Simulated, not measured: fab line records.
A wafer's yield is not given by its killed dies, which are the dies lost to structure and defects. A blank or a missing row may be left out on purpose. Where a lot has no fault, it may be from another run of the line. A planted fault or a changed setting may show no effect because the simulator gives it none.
The tool behind it: which one? | flow n5 finfet | 10 lots with 30 wafers sampled at 5 steps, on a route of 1938 steps

## WHAT THE GAUGES SHOWED, per wafer
N5_MOL_CONTACT_COAG_OVL_MEAS_85. Usual: VG_OVL gives 0.4 nm (standard deviation 0.62).
lot  | measured     | on         | VG_OVL (nm)   | flag
L461 | day 5 01:43  | overlay-02 | -0.6 0.2 0.8  |
L463 | day 5 15:22  | overlay-01 | 0.8 1.5 0.5   |
L468 | day 6 20:19  | overlay-02 | 0.0 0.1 -0.1  |
L469 | day 7 01:00  | overlay-02 | 1.2 0.3 0.0   |
L470 | day 7 11:04  | overlay-01 | 0.9 0.3 0.6   |
L474 | day 8 12:03  | overlay-02 | 0.7 1.4 0.5   |
L478 | day 9 11:17  | overlay-02 | 0.0 -0.9 -0.1 |
L479 | day 9 15:17  | overlay-01 | 0.7 1.0 0.2   |
L483 | day 10 16:26 | overlay-01 | -0.3 -0.3 0.1 |
L484 | day 10 18:55 | overlay-01 | 1.3 0.3 0.6   |

N5_MOL_CONTACT_COAG_OVL_MEAS_41. Usual: VD_OVL gives -0.3 nm (standard deviation 0.6).
lot  | measured     | on         | VD_OVL (nm)    | flag
L461 | day 5 03:27  | overlay-01 | -1.1 -1.2 -1.1 |
L463 | day 5 16:37  | overlay-02 | -0.3 -0.3 -0.5 |
L468 | day 6 21:34  | overlay-02 | 1.5 0.5 -0.5   |
L469 | day 7 02:16  | overlay-01 | 0.1 0.0 -0.9   |
L470 | day 7 13:02  | overlay-02 | -0.2 -1.0 -0.7 |
L474 | day 8 13:38  | overlay-02 | -0.5 -1.0 -0.1 |
L478 | day 9 13:12  | overlay-01 | 0.2 -1.0 0.0   |
L479 | day 9 16:40  | overlay-01 | -0.5 -0.1 -0.2 |
L483 | day 10 17:53 | overlay-02 | 0.9 0.2 0.1    |
L484 | day 10 20:31 | overlay-01 | -1.3 -0.4 -0.4 |

N5_BEOL_M4_RC_MEAS_101. Usual: DIBL_N 35.9 mV/V, standard deviation 1.9; DIBL_P 35.8 mV/V, standard deviation 2.4; IOFF_N 0.15 nA/um, standard deviation 0.031; IOFF_P 0.21 nA/um, standard deviation 0.037; ION_N 672 uA/um, standard deviation 13; ION_P 462 uA/um, standard deviation 8.3; SS_N 71.5 mV/dec, standard deviation 0.72; SS_P 73.2 mV/dec, standard deviation 0.67; VT_N 250 mV, standard deviation 3.4; VT_P -250 mV, standard deviation 3.4.
lot  | measured     | on        | DIBL_N (mV/V)  | DIBL_P (mV/V)  | IOFF_N (nA/um) | IOFF_P (nA/um) | ION_N (uA/um) | ION_P (uA/um) | SS_N (mV/dec)  | SS_P (mV/dec)  | VT_N (mV)   | VT_P (mV)      | flag
L461 | day 7 22:57  | prober-02 | 37.0 36.5 36.5 | 37.6 35.3 36.1 | 0.15 0.13 0.13 | 0.22 0.18 0.19 | 676 657 660   | 466 450 457   | 71.2 71.2 71.4 | 73.8 73.2 72.7 | 250 253 252 | -250 -253 -251 |
L463 | day 8 16:59  | prober-02 | 32.8 33.6 32.4 | 33.2 34.1 32.9 | 0.11 0.11 0.10 | 0.14 0.14 0.13 | 650 640 651   | 452 435 444   | 70.8 70.8 70.5 | 72.9 73.1 72.6 | 255 259 258 | -258 -259 -258 |
L468 | day 9 11:01  | prober-02 | 35.9 33.1 36.3 | 36.7 32.7 36.9 | 0.16 0.11 0.17 | 0.22 0.16 0.22 | 684 657 678   | 462 456 460   | 70.7 70.2 71.2 | 73.4 71.7 73.2 | 248 252 247 | -252 -254 -248 |
L469 | day 9 13:34  | prober-02 | 36.2 39.5 36.9 | 38.6 41.0 38.6 | 0.18 0.23 0.18 | 0.23 0.26 0.21 | 695 689 679   | 470 451 456   | 72.5 73.2 72.7 | 73.3 75.1 74.0 | 245 245 248 | -250 -253 -254 |
L470 | day 10 04:37 | prober-02 | 37.3 40.0 34.2 | 35.6 39.7 33.6 | 0.15 0.20 0.11 | 0.20 0.27 0.18 | 661 683 652   | 455 464 455   | 72.2 73.4 71.5 | 73.8 73.9 72.0 | 252 248 255 | -250 -249 -252 |
L474 | day 11 05:10 | prober-01 | 36.8 35.0 34.6 | 38.0 35.3 36.1 | 0.17 0.14 0.14 | 0.24 0.20 0.21 | 676 655 679   | 465 459 470   | 71.6 71.8 71.0 | 73.1 73.2 73.0 | 249 253 249 | -245 -247 -246 |
L478 | day 11 21:08 | prober-02 | 39.6 38.2 36.8 | 39.5 36.9 36.1 | 0.21 0.18 0.16 | 0.29 0.24 0.22 | 684 682 674   | 476 469 464   | 71.4 72.2 71.6 | 74.8 73.5 73.5 | 243 247 248 | -247 -251 -249 |
L479 | day 12 23:16 | prober-01 | 35.1 38.3 37.1 | 33.9 38.0 36.6 | 0.13 0.18 0.16 | 0.17 0.23 0.20 | 674 693 674   | 463 480 455   | 71.7 71.4 72.0 | 72.8 73.7 73.1 | 254 250 251 | -256 -249 -253 |
L483 | day 13 22:01 | prober-01 | 38.1 37.9 35.8 | 39.6 38.2 37.0 | 0.19 0.18 0.15 | 0.26 0.23 0.20 | 677 696 674   | 462 474 464   | 72.5 72.1 71.2 | 74.5 74.2 74.0 | 246 249 251 | -246 -248 -251 |
L484 | day 14 01:53 | prober-02 | 34.6 36.8 36.9 | 33.6 35.7 35.7 | 0.13 0.17 0.16 | 0.20 0.23 0.23 | 674 690 682   | 473 475 473   | 70.6 71.4 71.3 | 72.7 73.0 72.5 | 250 249 253 | -251 -247 -247 |

## WHICH TOOL RAN EACH LOT (tool, then ch and the chambers of the sampled wafers, then the start)
lot  | N5_MOL_CONTACT_COAG_ETCHBACK_135   | N5_MOL_CONTACT_COAG_COAT_63
L461 | rie diel-05 ch 0,1,3, day 5 02:37  | litho track-02 ch 0, day 5 03:01
L463 | rie diel-04 ch 0,1, day 5 15:53    | litho track-05 ch 0, day 5 16:18
L468 | rie diel-05 ch 2,3, day 6 20:50    | litho track-05 ch 0, day 6 21:15
L469 | rie diel-04 ch 1,2, day 7 01:32    | litho track-02 ch 0, day 7 01:56
L470 | rie diel-06 ch 1,3, day 7 12:19    | litho track-05 ch 0, day 7 12:43
L474 | rie diel-05 ch 1,2,3, day 8 12:36  | litho track-05 ch 0, day 8 13:19
L478 | rie diel-04 ch 1,2,3, day 9 12:21  | litho track-05 ch 0, day 9 12:46
L479 | rie diel-06 ch 1,2,3, day 9 15:49  | litho track-04 ch 0, day 9 16:13
L483 | rie diel-05 ch 1,2,3, day 10 17:10 | litho track-02 ch 0, day 10 17:35
L484 | rie diel-06 ch 0,2, day 10 19:39   | litho track-04 ch 0, day 10 20:04
- N5_MOL_CONTACT_COAG_ETCHBACK_135: etches SiO2 in CHF3, target depth 25 nm, time 16.7 s.
- N5_MOL_CONTACT_COAG_COAT_63: time 60 s, resist thk 10 nm.

## WHAT THE TOOLS THEMSELVES READ (means of the sampled wafers that have a number; where no wafer has one, the mark that the record gives instead)
N5_MOL_CONTACT_COAG_ETCHBACK_135. Usual: chamber pressure mTorr 30.004 mTorr, standard deviation 0.027; drypump motor current A 5.6 A, standard deviation 0.55; oes product au 0.78 a.u., standard deviation 0.076; rf vpp V 524 V, standard deviation 12; showerhead plenum p Torr 2.36 Torr, standard deviation 0.083; throttle valve pct 18.81 %, standard deviation 0.18.
lot  | tool        | chamber pressure mTorr (mTorr) | drypump motor current A (A) | oes product au (a.u.) | rf vpp V (V) | showerhead plenum p Torr (Torr) | throttle valve pct (%) | flag
L461 | rie diel-05 | 30.018                         | 5.7                         | 0.77                  | 524          | 2.33                            | 18.85                  |
L463 | rie diel-04 | 30.005                         | 5.9                         | 0.87                  | 510          | 2.46                            | 18.90                  |
L468 | rie diel-05 | 29.988                         | 5.8                         | 0.79                  | 536          | 2.38                            | 18.67                  |
L469 | rie diel-04 | 29.990                         | 5.2                         | 0.77                  | 525          | 2.46                            | 18.85                  |
L470 | rie diel-06 | 29.987                         | 5.4                         | 0.80                  | 519          | 2.24                            | 18.80                  |
L474 | rie diel-05 | 30.002                         | 6.0                         | 0.77                  | 527          | 2.33                            | 18.77                  |
L478 | rie diel-04 | 30.000                         | 5.2                         | 0.75                  | 522          | 2.39                            | 18.95                  |
L479 | rie diel-06 | 30.002                         | 5.4                         | 0.84                  | 523          | 2.30                            | 18.64                  |
L483 | rie diel-05 | 30.000                         | 6.0                         | 0.75                  | 527          | 2.33                            | 18.80                  |
L484 | rie diel-06 | 30.028                         | 5.9                         | 0.92                  | 525          | 2.38                            | 18.45                  |

N5_MOL_CONTACT_COAG_COAT_63. Usual: spin speed rpm 1500.1 rpm, standard deviation 0.98.
lot  | tool           | spin speed rpm (rpm) | flag
L461 | litho track-02 | 1500.8               |
L463 | litho track-05 | 1500.7               |
L468 | litho track-05 | 1500.1               |
L469 | litho track-02 | 1500.2               |
L470 | litho track-05 | 1500.6               |
L474 | litho track-05 | 1361.5               | OFF
L478 | litho track-05 | 1363.3               | OFF
L479 | litho track-04 | 1499.3               |
L483 | litho track-02 | 1499.9               |
L484 | litho track-04 | 1500.0               |

## THE ANSWER, worked out from the rows above alone
Rule: lot off if the mean of its wafers having a number is beyond 3 standard deviations from the usual mean. Also off: a lot with no number at a reading for which 4 or more lots have one. The other lots that the step has rows for count as sound. After the gauges, taken in route order, come the tools' own readings; for these a lot's mean is taken, as printed above. At the first step where some lot is off, the reading lying furthest off is the one used; lots without a number count as furthest.
Off: L474, L478 (N5_MOL_CONTACT_COAG_COAT_63, spin speed rpm).
If a tool, at that step or one of the process steps before it, ran each lot that is off and ran no sound lot following the first of them, it fits. One fits: N5_MOL_CONTACT_COAG_COAT_63 on litho track-05. A fault onset in the window from L470 (day 7 12:43, its last sound lot) to L474 (day 8 13:19, its first lot off) fits.
On the lots that are off, the tool's own readings at N5_MOL_CONTACT_COAG_COAT_63 differ by more than 5 times the standard deviation of the sound lots' means, which bears it out; spin speed rpm reads 1362.4 rpm there versus 1500.2 rpm on the sound lots.

## WHAT THE SIMULATOR PUT IN
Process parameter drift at N5_MOL_CONTACT_COAG_COAT_63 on litho track-05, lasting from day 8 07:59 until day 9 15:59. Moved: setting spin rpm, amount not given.
Struck lots among those shown: L474, L478. Same finding as the rule above.
